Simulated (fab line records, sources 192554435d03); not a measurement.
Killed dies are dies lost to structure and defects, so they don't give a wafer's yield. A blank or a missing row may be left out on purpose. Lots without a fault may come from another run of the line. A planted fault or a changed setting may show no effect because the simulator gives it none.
fab line records | flow n5_finfet
record lots=6 wafers=18 last_day=20
route steps=1938 shown MOL_CONTACT_COAG@545 PASSIVATION@1936
lots that met no fault: from a run of the same line without faults
start_h: hours from the record's first day to the start of the lot's first wafer shown | wait_h: hours since the lot's step before | " the same as in the row above | L1.1+2: a row that stands for several wafers | - no value, or no start given | * or withheld: withheld | < > ~ a bound
route shown NAME@n: a module of which the file shows steps, and the number in the route of the first | usual: mean/standard deviation of fault-free wafers | same: alike in all rows | chamber/n: place in a boat | sites: the reading at each site | _std_site: their standard deviation | _edge_site: outer sites' mean less inner sites' | radius_mm: how far each site lies from the wafer's centre | mask NAME#n: copy n | behind: the tool/chamber that last shaped the wafer | hold: why the lot was held/for how many hours/how that ended | device: the transistor (n, p or np) that didn't switch | end of line: the same wafers' tests at the end of the route | a step without rows: its recipe alone | killed: dies lost to structure and defects at the first sort, not the wafer's yield | map: a wafer's dies, x killed, . not, _ none there
set.NAME: the setting as run; set.NAME@STEP: as run at that earlier step | model.NAME: the simulator's own value behind a step, which no gauge read
lots at some steps of the route; a table a step, a row a wafer
services: from which hour (start_h, from the record's first day; less than 0 if before it) a tool's chamber was out of use, for how many hours, and why
## steps
# step N5_MOL_CONTACT_COAG_SIL_ANNEAL_21
# recipe temp_c=550 time_s=60 ambient=N2
# step N5_MOL_CONTACT_COAG_PRE_CLEAN_141
# recipe gas=H2/He time_s=60 temp_c=300
# step N5_MOL_CONTACT_COAG_SPUTTER_143
# recipe material=Co target_thk_a=25 temp_c=25 chamber_pressure_pa=0.2
# step N5_MOL_CONTACT_COAG_CO_FILL_22
# recipe material=Co target_thk_a=200 temp_c=200 precursor=CCTBA/H2 pressure_torr=30
# usual heater_power_w=225/25
# columns lot.wafer tool chamber start_h wait_h heater_power_w
L384.2 cvd_co-02 1 111.80 0.1 210
L384.3 " 2 " " 197
L384.5 " 2 " " 191
L386.1 cvd_co-01 0 130.24 0.1 238
L386.4 " 0 " " 229
L386.5 " 2 " " 217
L387.2 cvd_co-02 2 134.37 0.1 189
L387.3 " 0 " " 270
L387.6 " 1 " " 211
L392.2 cvd_co-02 2 165.79 0.1 198
L392.3 " 0 " " 267
L392.6 " 2 " " 193
L399.1 cvd_co-02 1 207.66 0.1 219
L399.5 " 0 " " 263
L399.6 " 2 " " 199
L403.3 cvd_co-02 1 249.94 0.1 216
L403.4 " 1 " " 210
L403.6 " 2 " " 196
# step N5_MOL_CONTACT_COAG_ANNEAL_113
# recipe temp_c=400 time_s=300 ambient=H2/N2
# step N5_MOL_CONTACT_COAG_PRE_CLEAN_142
# recipe gas=H2/He time_s=60 temp_c=300
# step N5_MOL_CONTACT_COAG_SPUTTER_130
# recipe material=Co target_thk_a=475 temp_c=25 chamber_pressure_pa=0.5 power_w=3000
# step N5_MOL_CONTACT_COAG_PRECLEAN_125
# recipe chemistry=DIW time_s=57.5 temp_c=23
# step N5_MOL_CONTACT_COAG_SRD_126
# recipe dry_time_s=32 dry=n2_spin spin_rpm=1500
# step N5_MOL_CONTACT_COAG_CMP_23
# recipe stop_on=SiO2 t_overpolish_s=1.5 post_cmp_clean=cu_alkaline down_force_psi=2 platen_rpm=50.289 pad_velocity_m_s=1.0006 target_thk_nm=0
# step N5_MOL_CONTACT_COAG_WET_ETCH_26
# recipe target=Co target_depth_nm=13
# columns lot.wafer tool chamber start_h wait_h
L384.2+3+5 wet_bench-03 6,1,2 115.29 0.0
L386.1+4+5 wet_bench-04 5,4,6 135.24 0.0
L387.2+3+6 wet_bench-04 4,3,2 136.55 0.0
L392.2+3+6 wet_bench-04 7,0,1 168.02 0.0
L399.1+5+6 wet_bench-03 3,5,7 210.46 0.0
L403.3+4+6 wet_bench-03 3,4,2 252.08 0.0
# step N5_MOL_CONTACT_COAG_WET_ETCH_116
# recipe chemistry=SC1-inhibited target_depth_nm=4.6 dry=ipa_marangoni rinse_time_s=30 rinse_temp_c=23
# step N5_MOL_CONTACT_COAG_ALD_27
# recipe material=SiOC target_thk_a=170 temp_c=400 ald_precursor_family=carbosiloxane ald_co_reactant=H2-plasma pulse_time_s=1.5 time_s=2720 purge_time_s=2 co_reactant_purge_time_s=2 ald_cycles=340 pressure_torr=2
# step N5_MOL_CONTACT_COAG_CMP_28
# recipe stop_on=SiNx t_overpolish_s=0.85 post_cmp_clean=alkaline_brush down_force_psi=4.15 platen_rpm=51.8 pad_velocity_m_s=1.0307 target_thk_nm=14.522
# usual motor_current_A=11.9/1.3 slurry_flow_ml_min=150.0/0.45
# columns lot.wafer tool chamber start_h wait_h motor_current_A slurry_flow_ml_min
L384.2 cmp-02 2 117.38 0.8 12.1 150.0
L384.3 " 0 " " 11.8 149.6
L384.5 " 2 " " 11.8 150.3
L386.1 cmp-04 2 137.32 0.8 11.8 149.8
L386.4 " 0 " " 9.8 150.3
L386.5 " 2 " " 11.0 150.0
L387.2 cmp-02 3 139.11 0.8 13.0 150.4
L387.3 " 0 " " 11.6 149.7
L387.6 " 0 " " 11.8 150.0
L392.3 cmp-02 1 170.06 0.8 14.4 149.8
L392.2 " 0 " " 11.4 150.2
L392.6 " 2 " " 11.7 149.7
L399.1 cmp-02 3 212.61 0.9 13.3 149.8
L399.6 " 0 " " 11.7 149.8
L399.5 " 1 " " 14.3 150.1
L403.4 cmp-02 1 254.12 0.8 13.8 150.6
L403.3 " 2 " " 12.0 150.5
L403.6 " 1 " " 14.6 150.1
# step N5_MOL_CONTACT_COAG_ALD_123
# recipe material=SiNx target_thk_a=50 temp_c=400 ald_precursor_family=SiH2I2 ald_co_reactant=N2/H2-plasma pulse_time_s=1 purge_time_s=2 co_reactant_purge_time_s=2 ald_cycles=100 pressure_torr=2
# step N5_MOL_CONTACT_COAG_PECVD_31
# recipe material=SiO2 target_thk_a=460 temp_c=400 precursor=TEOS/O2 pressure_torr=6.5 rf_w=withheld teos_flow_sccm=withheld gas=O2 flow_sccm=2650 time_s=8.9
# step N5_MOL_CONTACT_COAG_COAT_75
# recipe resist=SOC temp_c=250 time_s=60 spin_rpm=1500 resist_thk_nm=60
# step N5_MOL_CONTACT_COAG_COAT_76
# recipe resist=SiARC temp_c=220 time_s=60 spin_rpm=1500 resist_thk_nm=10
# step N5_MOL_CONTACT_COAG_COAT_77
# recipe resist=underlayer temp_c=205 time_s=60 spin_rpm=1500 resist_thk_nm=10
# step N5_MOL_CONTACT_COAG_COAT_78
# recipe resist=CAR-EUV spin_rpm=1500 resist_thk_nm=40
# step N5_MOL_CONTACT_COAG_EBR_80
# recipe solvent=PGMEA ebr_width_mm=1.5
# step N5_MOL_CONTACT_COAG_SOFTBAKE_79
# recipe temp_c=110 time_s=60 resist=CAR-EUV
# step N5_MOL_CONTACT_COAG_EXPOSE_81
# recipe mask_id=VG na=0.33 source_shape=annular sigma_inner=0.3 sigma_outer=0.7 polarization=unpolarized defocus_nm=0 dose_mj=59.5
# step N5_MOL_CONTACT_COAG_PEB_82
# recipe peb_temp_c=100 peb_time_s=60 resist=CAR-EUV
# step N5_MOL_CONTACT_COAG_DEVELOP_83
# recipe develop_time_s=30 developer=TMAH resist=CAR-EUV rinse_liquid=surfactant_rinse dry=air_spin dev_temp_c=23
# step N5_MOL_CONTACT_COAG_CD_MEAS_84
# recipe target_cd_nm=25.1 landing_energy_ev=500 detector=se_inlens polarity=opening
# usual cd_nm=25.08/0.25
# columns lot.wafer tool chamber start_h wait_h cd_nm
L384.2 cd_sem-03 0 118.51 - 25.23
L384.3 " 0 " " 24.99
L384.5 " 0 " " 24.92
L386.1 cd_sem-03 0 140.05 - 24.86
L386.4 " 0 " " 25.44
L386.5 " 0 " " 24.66
L387.2 cd_sem-03 0 140.28 - 25.70
L387.3 " 0 " " 24.92
L387.6 " 0 " " 25.22
L392.2 cd_sem-01 0 171.23 - 24.73
L392.3 " 0 " " 24.80
L392.6 " 0 " " 25.08
L399.1 cd_sem-01 0 213.79 - 25.11
L399.5 " 0 " " 25.56
L399.6 " 0 " " 25.03
L403.3 cd_sem-01 0 255.30 - 25.07
L403.4 " 0 " " 25.08
L403.6 " 0 " " 25.59
# step N5_MOL_CONTACT_COAG_OVL_MEAS_85
# recipe points_per_wafer=522
# usual VG_OVL=-0.4/0.75
# same points_per_wafer=522
# columns lot.wafer tool chamber start_h wait_h VG_OVL[nm]
L384.2 overlay-02 0 118.55 0.0 0.1
L384.3 " 0 " " -0.9
L384.5 " 0 " " 0.1
L386.1 overlay-01 0 140.08 0.0 -0.4
L386.4 " 0 " " -0.1
L386.5 " 0 " " -0.6
L387.2 overlay-02 0 140.32 0.0 -0.5
L387.3 " 0 " " -0.5
L387.6 " 0 " " -0.7
L392.2 overlay-02 0 171.27 0.0 1.1
L392.3 " 0 " " 0.3
L392.6 " 0 " " 0.1
L399.1 overlay-01 0 213.82 0.0 -0.9
L399.5 " 0 " " -1.3
L399.6 " 0 " " -1.3
L403.3 overlay-01 0 255.34 0.0 -0.1
L403.4 " 0 " " -0.6
L403.6 " 0 " " 0.0
# step N5_MOL_CONTACT_COAG_INSPECT_57
# recipe mode=adi inspect_instrument=brightfield
# usual raw_defect_count=193/54
# columns lot.wafer tool chamber start_h wait_h raw_defect_count
L384.2 defect_inspect-02 - 118.60 0.0 182
L384.3 " - " " 223
L384.5 " - " " 119
L386.1 defect_inspect-02 - 140.13 0.1 189
L386.4 " - " " 100
L386.5 " - " " 104
L387.2 defect_inspect-01 - 140.37 0.0 168
L387.3 " - " " 160
L387.6 " - " " 148
L392.2 defect_inspect-02 - 171.32 0.0 148
L392.3 " - " " 167
L392.6 " - " " 187
L399.1 defect_inspect-02 - 213.88 0.1 208
L399.5 " - " " 303
L399.6 " - " " 208
L403.3 defect_inspect-01 - 255.38 0.0 162
L403.4 " - " " 189
L403.6 " - " " 201
# step N5_MOL_CONTACT_COAG_DESCUM_88
# recipe chemistry=O2 time_s=7 source_power_w=50 bias_power_w=20 pressure_mtorr=20 rf_frequency_hz=2.712e+07 temp_c=40 resist=CAR-EUV o2_flow_sccm=225
# usual drypump_motor_current_A=5.6/0.51 oes_product_au=0.84/0.086 rf_vpp_V=243.9/1.5 showerhead_plenum_p_Torr=2.14/0.085 throttle_valve_pct=20.38/0.14
# columns lot.wafer tool chamber start_h wait_h drypump_motor_current_A oes_product_au rf_hours_counter_h rf_vpp_V showerhead_plenum_p_Torr throttle_valve_pct
L384.2 rie_diel-01 1 118.63 0.0 5.1 0.92 18 246.4 2.23 20.32
L384.3 " 3 " " 6.3 0.95 12 242.6 2.06 20.46
L384.5 " 3 " " 6.3 0.93 - 242.7 2.06 20.43
L386.1 rie_diel-03 1 140.20 0.1 6.5 0.89 41 246.3 2.22 20.34
L386.4 " 3 " " 4.8 0.72 195 244.5 2.17 20.73
L386.5 " 2 " " 5.3 0.73 - 241.6 1.99 20.46
L387.2 rie_diel-01 0 140.63 0.3 5.7 0.82 80 244.3 2.12 20.31
L387.3 " 3 " " 6.3 0.90 15 242.1 2.06 20.45
L387.6 " 0 " " 5.8 0.81 - 242.9 2.12 20.30
L392.2 rie_diel-04 1 171.63 0.3 5.1 0.90 18 244.2 2.23 20.11
L392.3 " 3 " " 6.1 0.68 247 239.4 1.96 20.63
L392.6 " 1 " " 5.1 0.90 - 244.8 2.23 20.10
L399.1 rie_diel-01 1 213.92 0.0 5.1 0.86 47 244.9 2.22 20.36
L399.5 " 1 " " 5.1 0.87 - 244.3 2.22 20.36
L399.6 " 2 " " 5.3 0.91 - 244.9 2.23 20.31
L403.3 rie_diel-04 1 255.42 0.0 5.0 0.85 51 243.5 2.22 20.15
L403.4 " 2 " " 6.1 0.78 119 243.3 2.11 20.33
L403.6 " 3 " " 6.0 0.93 - 245.5 2.22 20.35
# step N5_MOL_CONTACT_COAG_ETCH_89
# recipe chemistry=N2/H2 target=underlayer target_depth_a=130 mask_material=CAR-EUV time_s=10.4 ion_energy_ev=200 pressure_mtorr=30 source_w=840 bias_w=150 n2_flow_sccm=200 h2_flow_sccm=200 ends=cleared
# step N5_MOL_CONTACT_COAG_ETCH_90
# recipe chemistry=CF4 target=SiARC target_depth_a=130 mask_material=CAR-EUV time_s=21.7 ion_energy_ev=80 pressure_mtorr=40 source_w=545 bias_w=36 Ar_flow_sccm=100 cf4_flow_sccm=100 ends=cleared
# step N5_MOL_CONTACT_COAG_ALD_131
# recipe material=SiO2 target_thk_a=50 temp_c=100 ald_precursor_family=BDEAS ald_co_reactant=O2-plasma pulse_time_s=1 co_reactant_pulse_time_s=1 purge_time_s=2 co_reactant_purge_time_s=2 ald_cycles=35 pressure_torr=2
# usual heater_power_w=79/9.3 precursor_pulse_height_rel=1.002/0.019
# same pulse_time_s=1 purge_time_s=2
# columns lot.wafer tool chamber start_h wait_h heater_power_w precursor_pulse_height_rel
L384.2 ald_sin-02 2 118.77 0.1 75 0.980
L384.3 " 0 " " 68 1.000
L384.5 " 0 " " 70 0.993
L386.1 ald_sin-01 1 140.34 0.1 71 1.019
L386.4 " 2 " " 99 1.025
L386.5 " 2 " " 98 1.011
L387.2 ald_sin-01 3 140.76 0.1 85 1.019
L387.3 " 2 " " 99 1.005
L387.6 " 1 " " 69 1.041
L392.2 ald_sin-01 1 172.16 0.4 68 0.979
L392.3 " 2 " " 98 0.987
L392.6 " 3 " " 84 0.996
L399.1 ald_sin-02 0 214.05 0.1 66 0.987
L399.5 " 0 " " 66 0.994
L399.6 " 1 " " 73 0.988
L403.3 ald_sin-04 3 255.60 0.1 86 1.024
L403.4 " 0 " " 66 1.017
L403.6 " 2 " " 81 1.007
# step N5_MOL_CONTACT_COAG_ETCHBACK_132
# recipe chemistry=CHF3 target=SiO2 target_depth_a=100 time_s=6.7 ion_energy_ev=200 pressure_mtorr=30 source_w=610 bias_w=170 Ar_flow_sccm=200 CHF3_flow_sccm=50
# step N5_MOL_CONTACT_COAG_ETCH_91
# recipe chemistry=N2/H2 target=SOC target_depth_a=600 overetch_a=210 mask_material=SiARC temp_c=40 time_s=101.2 ion_energy_ev=200 pressure_mtorr=30 source_w=840 bias_w=150 n2_flow_sccm=200 h2_flow_sccm=200
# usual drypump_motor_current_A=5.6/0.53 oes_product_au=0.69/0.072 rf_vpp_V=525/3.1 showerhead_plenum_p_Torr=2.57/0.11 throttle_valve_pct=17.77/0.22
# columns lot.wafer tool chamber start_h wait_h drypump_motor_current_A oes_product_au rf_hours_counter_h rf_vpp_V showerhead_plenum_p_Torr throttle_valve_pct
L384.2 rie_diel-04 2 118.98 0.0 6.1 0.69 72 525 2.57 17.53
L384.3 " 3 " " 6.1 0.59 235 520 2.40 18.04
L384.5 " 1 " " 5.0 0.80 - 528 2.72 17.55
L386.1 rie_diel-04 2 140.62 0.0 6.1 0.68 79 526 2.57 17.51
L386.4 " 0 " " 5.4 0.76 - 521 2.49 17.66
L386.5 " 1 " " 5.0 0.77 - 529 2.72 17.57
L387.2 rie_diel-03 0 140.97 0.0 5.5 0.57 241 523 2.49 17.74
L387.3 " 3 " " 4.8 0.61 195 528 2.63 18.17
L387.6 " 2 " " 5.3 0.63 - 520 2.43 18.01
L392.2 rie_diel-04 0 172.37 0.0 5.3 0.75 34 522 2.49 17.68
L392.3 " 1 " " 5.1 0.76 18 529 2.71 17.58
L392.6 " 3 " " 6.1 0.58 - 519 2.40 18.08
L399.1 rie_diel-03 0 214.42 0.0 5.5 0.80 12 525 2.48 17.37
L399.5 " 3 " " 4.9 0.60 - 526 2.62 18.20
L399.6 " 0 " " 5.5 0.80 - 523 2.49 17.37
L403.3 rie_diel-01 3 255.81 0.0 6.3 0.71 56 522 2.48 17.86
L403.4 " 1 " " 5.1 0.72 61 529 2.69 17.77
L403.6 " 3 " " 6.3 0.71 - 521 2.48 17.87
# step N5_MOL_CONTACT_COAG_STRIP_92
# recipe chemistry=N2/H2 temp_c=40 n2_flow_sccm=200 h2_flow_sccm=200 rf_frequency_hz=6e+07
# step N5_MOL_CONTACT_COAG_STRIP_93
# recipe chemistry=N2/H2 temp_c=40 n2_flow_sccm=200 h2_flow_sccm=200 rf_frequency_hz=6e+07
# step N5_MOL_CONTACT_COAG_ETCHBACK_135
# recipe chemistry=CHF3 target=SiO2 target_depth_a=250 time_s=16.7 ion_energy_ev=200 pressure_mtorr=30 source_w=610 bias_w=170 Ar_flow_sccm=200 CHF3_flow_sccm=50
# step N5_MOL_CONTACT_COAG_STRIP_118
# recipe chemistry=CHF3 resist=SiARC rf_frequency_hz=6e+07
# step N5_MOL_CONTACT_COAG_VIA_ETCH_46
# recipe chemistry=C4F6/O2 target_depth_a=460 overetch_a=92 mask_material=SOC target=SiO2 bias_w=455 pressure_mtorr=10 time_s=40 source_w=325 Ar_flow_sccm=300 C4F6_flow_sccm=10 O2_flow_sccm=10 ion_energy_ev=575.3 ends=end_point
# step N5_PASSIVATION_PROBE_49
# usual killed_at_M0_to_M3=36/11 killed_at_M4_up=14/5.6 killed_at_contacts=11/5.6 killed_at_front_end=40/12 killed_at_other=4/3.2 killed_dies=105/17 killed_on_rim=14/3.4 killed_open=69/12 killed_short=34/8.4
# same gross_dies=1180 killed_at_back_side=0
# columns lot.wafer tool chamber start_h wait_h killed_at_M0_to_M3 killed_at_M4_up killed_at_contacts killed_at_front_end killed_at_other killed_dies killed_on_rim killed_open killed_short
L384.2 prober-01 - 339.16 0.1 43 11 5 33 1 93 9 70 20
L384.3 prober-01 - 339.21 0.1 20 8 11 50 5 94 16 58 34
L384.5 prober-01 - 339.31 0.2 27 8 7 42 0 84 8 54 28
L386.1 prober-01 - 339.77 0.0 19 20 1089 52 0 1180 152 62 37
L386.4 prober-01 - 339.92 0.2 29 25 1056 70 0 1180 152 81 45
L386.5 prober-01 - 339.97 0.2 20 14 1073 72 1 1180 152 62 52
L387.2 prober-01 - 343.26 0.1 31 13 1080 49 7 1180 152 76 37
L387.3 prober-01 - 343.31 0.1 33 13 1090 40 4 1180 152 69 32
L387.6 prober-01 - 343.46 0.3 25 11 1099 35 10 1180 152 73 23
L392.2 prober-02 - 376.74 0.1 30 8 12 70 3 123 13 72 51
L392.3 prober-02 - 376.79 0.1 48 9 15 44 9 125 14 81 43
L392.6 prober-02 - 376.94 0.3 33 14 10 52 9 118 15 80 35
# killed by level:class
L384.2 BEOL_M2:geometric_particle:open=20 FIN_SAQP:geometric_particle:open=10 BEOL_M3:geometric_particle:open=9 DUMMY_GATE:geometric_particle:open=4 GATE_CUT:geometric_particle:short=4 MOL_CONTACT_COAG:geometric_particle:open=4 BEOL_M0_SAQP:geometric_particle:open=4 BEOL_M8:geometric_particle:open=4
L384.3 FIN_SAQP:geometric_particle:short=14 STI_FIN_REVEAL:geometric_particle:open=14 MOL_CONTACT_COAG:geometric_particle:open=9 FIN_SAQP:geometric_particle:open=6 STI_FIN_REVEAL:geometric_particle:short=4 GATE_CUT:geometric_particle:open=4 BEOL_M2:geometric_particle:open=4 BEOL_M4:geometric_particle:open=4
L384.5 BEOL_M2:geometric_particle:open=8 FIN_SAQP:geometric_particle:open=7 MOL_CONTACT_COAG:geometric_particle:open=6 FIN_SAQP:geometric_particle:short=5 GATE_CUT:geometric_particle:open=5 DUMMY_GATE:geometric_particle:open=5 GATE_CUT:geometric_particle:short=5 BEOL_M1:geometric_particle:open=5
L386.1 MOL_CONTACT_COAG:area_etch=1080 FIN_SAQP:geometric_particle:short=12 BEOL_M4:geometric_particle:open=12 FIN_SAQP:geometric_particle:open=8 MOL_CONTACT_COAG:geometric_particle:open=6 BEOL_M1:geometric_particle:open=6 DUMMY_GATE:geometric_particle:open=5 BEOL_M0_SAQP:geometric_particle:open=5
L386.4 MOL_CONTACT_COAG:area_etch=1051 FIN_SAQP:geometric_particle:short=15 BEOL_M4:geometric_particle:open=14 STI_FIN_REVEAL:geometric_particle:open=12 FIN_SAQP:geometric_particle:open=11 GATE_CUT:geometric_particle:short=9 BEOL_M0_SAQP:geometric_particle:open=8 DUMMY_GATE:geometric_particle:open=7
L386.5 MOL_CONTACT_COAG:area_etch=1063 FIN_SAQP:geometric_particle:short=22 STI_FIN_REVEAL:geometric_particle:open=19 FIN_SAQP:geometric_particle:open=10 MOL_CONTACT_COAG:geometric_particle:open=7 BEOL_M0_SAQP:geometric_particle:short=5 BEOL_M4:geometric_particle:short=4 STARTING-WAFER:geometric_particle:short=4
L387.2 MOL_CONTACT_COAG:area_etch=1064 FIN_SAQP:geometric_particle:open=13 MOL_CONTACT_COAG:geometric_particle:open=11 STI_FIN_REVEAL:geometric_particle:open=10 GATE_CUT:geometric_particle:short=8 BEOL_M2:geometric_particle:open=8 BEOL_M0_SAQP:geometric_particle:open=6 BEOL_M5:geometric_particle:open=6
L387.3 MOL_CONTACT_COAG:area_etch=1078 FIN_SAQP:geometric_particle:open=20 BEOL_M0_SAQP:geometric_particle:short=10 MOL_CONTACT_COAG:geometric_particle:open=9 BEOL_M2:geometric_particle:open=9 FIN_SAQP:geometric_particle:short=7 GATE_CUT:geometric_particle:short=4 GATE_CUT:geometric_particle:open=4
L387.6 MOL_CONTACT_COAG:area_etch=1082 MOL_CONTACT_COAG:geometric_particle:open=15 FIN_SAQP:geometric_particle:open=8 STI_FIN_REVEAL:geometric_particle:open=7 BEOL_M2:geometric_particle:open=7 BEOL_M5:geometric_particle:open=7 FIN_SAQP:geometric_particle:short=6 BEOL_M0_SAQP:geometric_particle:open=5
L392.2 FIN_SAQP:geometric_particle:short=21 STI_FIN_REVEAL:geometric_particle:open=19 MOL_CONTACT_COAG:geometric_particle:open=11 BEOL_M1:geometric_particle:open=7 FIN_SAQP:geometric_particle:open=6 BEOL_M0_SAQP:geometric_particle:short=6 STI_FIN_REVEAL:geometric_particle:short=5 BEOL_M0_SAQP:geometric_particle:open=5
L392.3 MOL_CONTACT_COAG:geometric_particle:open=15 FIN_SAQP:geometric_particle:short=12 BEOL_M1:geometric_particle:open=12 STI_FIN_REVEAL:geometric_particle:open=10 BEOL_M0_SAQP:geometric_particle:open=9 BEOL_M2:geometric_particle:open=7 FIN_SAQP:geometric_particle:open=6 GATE_CUT:geometric_particle:short=5
L392.6 STI_FIN_REVEAL:geometric_particle:open=23 MOL_CONTACT_COAG:geometric_particle:open=9 BEOL_M2:geometric_particle:open=7 FIN_SAQP:geometric_particle:short=6 BEOL_M3:geometric_particle:open=6 MIM_BOT:geometric_particle:short=5 DUMMY_GATE:geometric_particle:open=5 BEOL_M0_SAQP:geometric_particle:short=5
# map L386.1 (x killed, . not)
_________________xxxxxxxxxxxx________________
______________xxxxxxxxxxxxxxxxxx_____________
___________xxxxxxxxxxxxxxxxxxxxxxxx__________
__________xxxxxxxxxxxxxxxxxxxxxxxxxx_________
________xxxxxxxxxxxxxxxxxxxxxxxxxxxxxx_______
_______xxxxxxxxxxxxxxxxxxxxxxxxxxxxxxxx______
______xxxxxxxxxxxxxxxxxxxxxxxxxxxxxxxxxx_____
_____xxxxxxxxxxxxxxxxxxxxxxxxxxxxxxxxxxxx____
____xxxxxxxxxxxxxxxxxxxxxxxxxxxxxxxxxxxxxx___
___xxxxxxxxxxxxxxxxxxxxxxxxxxxxxxxxxxxxxxxx__
___xxxxxxxxxxxxxxxxxxxxxxxxxxxxxxxxxxxxxxxx__
__xxxxxxxxxxxxxxxxxxxxxxxxxxxxxxxxxxxxxxxxxx_
__xxxxxxxxxxxxxxxxxxxxxxxxxxxxxxxxxxxxxxxxxx_
_xxxxxxxxxxxxxxxxxxxxxxxxxxxxxxxxxxxxxxxxxxxx
_xxxxxxxxxxxxxxxxxxxxxxxxxxxxxxxxxxxxxxxxxxxx
_xxxxxxxxxxxxxxxxxxxxxxxxxxxxxxxxxxxxxxxxxxxx
_xxxxxxxxxxxxxxxxxxxxxxxxxxxxxxxxxxxxxxxxxxxx
_xxxxxxxxxxxxxxxxxxxxxxxxxxxxxxxxxxxxxxxxxxxx
_xxxxxxxxxxxxxxxxxxxxxxxxxxxxxxxxxxxxxxxxxxxx
_xxxxxxxxxxxxxxxxxxxxxxxxxxxxxxxxxxxxxxxxxxxx
_xxxxxxxxxxxxxxxxxxxxxxxxxxxxxxxxxxxxxxxxxxxx
__xxxxxxxxxxxxxxxxxxxxxxxxxxxxxxxxxxxxxxxxxx_
__xxxxxxxxxxxxxxxxxxxxxxxxxxxxxxxxxxxxxxxxxx_
___xxxxxxxxxxxxxxxxxxxxxxxxxxxxxxxxxxxxxxxx__
___xxxxxxxxxxxxxxxxxxxxxxxxxxxxxxxxxxxxxxxx__
____xxxxxxxxxxxxxxxxxxxxxxxxxxxxxxxxxxxxxx___
_____xxxxxxxxxxxxxxxxxxxxxxxxxxxxxxxxxxxx____
______xxxxxxxxxxxxxxxxxxxxxxxxxxxxxxxxxx_____
_______xxxxxxxxxxxxxxxxxxxxxxxxxxxxxxxx______
________xxxxxxxxxxxxxxxxxxxxxxxxxxxxxx_______
__________xxxxxxxxxxxxxxxxxxxxxxxxxx_________
___________xxxxxxxxxxxxxxxxxxxxxxxx__________
______________xxxxxxxxxxxxxxxxxx_____________
_________________xxxxxxxxxxxx________________
# map L387.2 (x killed, . not)
_________________xxxxxxxxxxxx________________
______________xxxxxxxxxxxxxxxxxx_____________
___________xxxxxxxxxxxxxxxxxxxxxxxx__________
__________xxxxxxxxxxxxxxxxxxxxxxxxxx_________
________xxxxxxxxxxxxxxxxxxxxxxxxxxxxxx_______
_______xxxxxxxxxxxxxxxxxxxxxxxxxxxxxxxx______
______xxxxxxxxxxxxxxxxxxxxxxxxxxxxxxxxxx_____
_____xxxxxxxxxxxxxxxxxxxxxxxxxxxxxxxxxxxx____
____xxxxxxxxxxxxxxxxxxxxxxxxxxxxxxxxxxxxxx___
___xxxxxxxxxxxxxxxxxxxxxxxxxxxxxxxxxxxxxxxx__
___xxxxxxxxxxxxxxxxxxxxxxxxxxxxxxxxxxxxxxxx__
__xxxxxxxxxxxxxxxxxxxxxxxxxxxxxxxxxxxxxxxxxx_
__xxxxxxxxxxxxxxxxxxxxxxxxxxxxxxxxxxxxxxxxxx_
_xxxxxxxxxxxxxxxxxxxxxxxxxxxxxxxxxxxxxxxxxxxx
_xxxxxxxxxxxxxxxxxxxxxxxxxxxxxxxxxxxxxxxxxxxx
_xxxxxxxxxxxxxxxxxxxxxxxxxxxxxxxxxxxxxxxxxxxx
_xxxxxxxxxxxxxxxxxxxxxxxxxxxxxxxxxxxxxxxxxxxx
_xxxxxxxxxxxxxxxxxxxxxxxxxxxxxxxxxxxxxxxxxxxx
_xxxxxxxxxxxxxxxxxxxxxxxxxxxxxxxxxxxxxxxxxxxx
_xxxxxxxxxxxxxxxxxxxxxxxxxxxxxxxxxxxxxxxxxxxx
_xxxxxxxxxxxxxxxxxxxxxxxxxxxxxxxxxxxxxxxxxxxx
__xxxxxxxxxxxxxxxxxxxxxxxxxxxxxxxxxxxxxxxxxx_
__xxxxxxxxxxxxxxxxxxxxxxxxxxxxxxxxxxxxxxxxxx_
___xxxxxxxxxxxxxxxxxxxxxxxxxxxxxxxxxxxxxxxx__
___xxxxxxxxxxxxxxxxxxxxxxxxxxxxxxxxxxxxxxxx__
____xxxxxxxxxxxxxxxxxxxxxxxxxxxxxxxxxxxxxx___
_____xxxxxxxxxxxxxxxxxxxxxxxxxxxxxxxxxxxx____
______xxxxxxxxxxxxxxxxxxxxxxxxxxxxxxxxxx_____
_______xxxxxxxxxxxxxxxxxxxxxxxxxxxxxxxx______
________xxxxxxxxxxxxxxxxxxxxxxxxxxxxxx_______
__________xxxxxxxxxxxxxxxxxxxxxxxxxx_________
___________xxxxxxxxxxxxxxxxxxxxxxxx__________
______________xxxxxxxxxxxxxxxxxx_____________
_________________xxxxxxxxxxxx________________
## services
# columns tool chamber start_h hours kind
ald_sin-01 2 93.51 33.4 repair
ald_sin-02 - 97.52 6.0 pm
rie_diel-04 3 103.26 4.3 repair
rie_diel-01 - 129.43 10.9 repair
ald_sin-01 0 131.12 7.1 repair
rie_diel-04 3 138.33 9.4 repair
cmp-04 - 139.07 3.9 pm
rie_diel-01 2 143.52 8.2 repair
cmp-04 - 148.99 0.9 repair
cvd_co-02 1 151.27 3.5 repair
cvd_co-01 - 155.57 2.8 repair
cvd_co-02 - 158.58 2.4 repair
cmp-02 - 167.59 0.3 repair
ald_sin-02 - 177.90 14.0 pm
cvd_co-02 - 179.15 2.8 repair
cvd_co-01 - 210.62 0.6 repair
cmp-04 - 216.84 2.2 repair
wet_bench-04 - 218.60 2.1 repair
wet_bench-03 - 218.99 4.4 pm
cmp-04 - 233.82 0.3 repair
ald_sin-01 2 236.07 3.2 repair
wet_bench-04 - 242.27 1.9 pm
ald_sin-02 - 247.15 6.1 pm
cmp-02 - 255.37 4.0 pm
## key
first_sign step=N5_PASSIVATION_PROBE_49 reading=killed_at_contacts direction=up sigmas=99+ usual=11 struck=1081
effect step=N5_PASSIVATION_PROBE_49 reading=killed_dies direction=up sigmas=62 usual=105 struck=1180
more_kills_born_at N5_MOL_CONTACT_COAG_WET_ETCH_26@wet_bench-04=6418
met_at N5_MOL_CONTACT_COAG_WET_ETCH_26
struck_wafers L386.1,L386.4,L386.5,L387.2,L387.3,L387.6
later_rows_left_out L386.1,L386.4,L386.5,L387.2,L387.3,L387.6
tester_left_out L386,L387
fault kind=skipped_step_whole tool=wet_bench-04 chamber=- onset_h=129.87 steps=N5_MOL_CONTACT_COAG_WET_ETCH_26 scope=struck_lots_only
# tester_left_out: of these lots the tester's yield and bins aren't shown, on N5 and GAA mostly nor the transistor test; their killed dies are dies lost to structure and defects alone, not to doping, threshold or leakage, so they don't give the yield
# later_rows_left_out: the simulator's readings of these wafers behind a module that went badly wrong aren't trusted and aren't shown, but for the sort
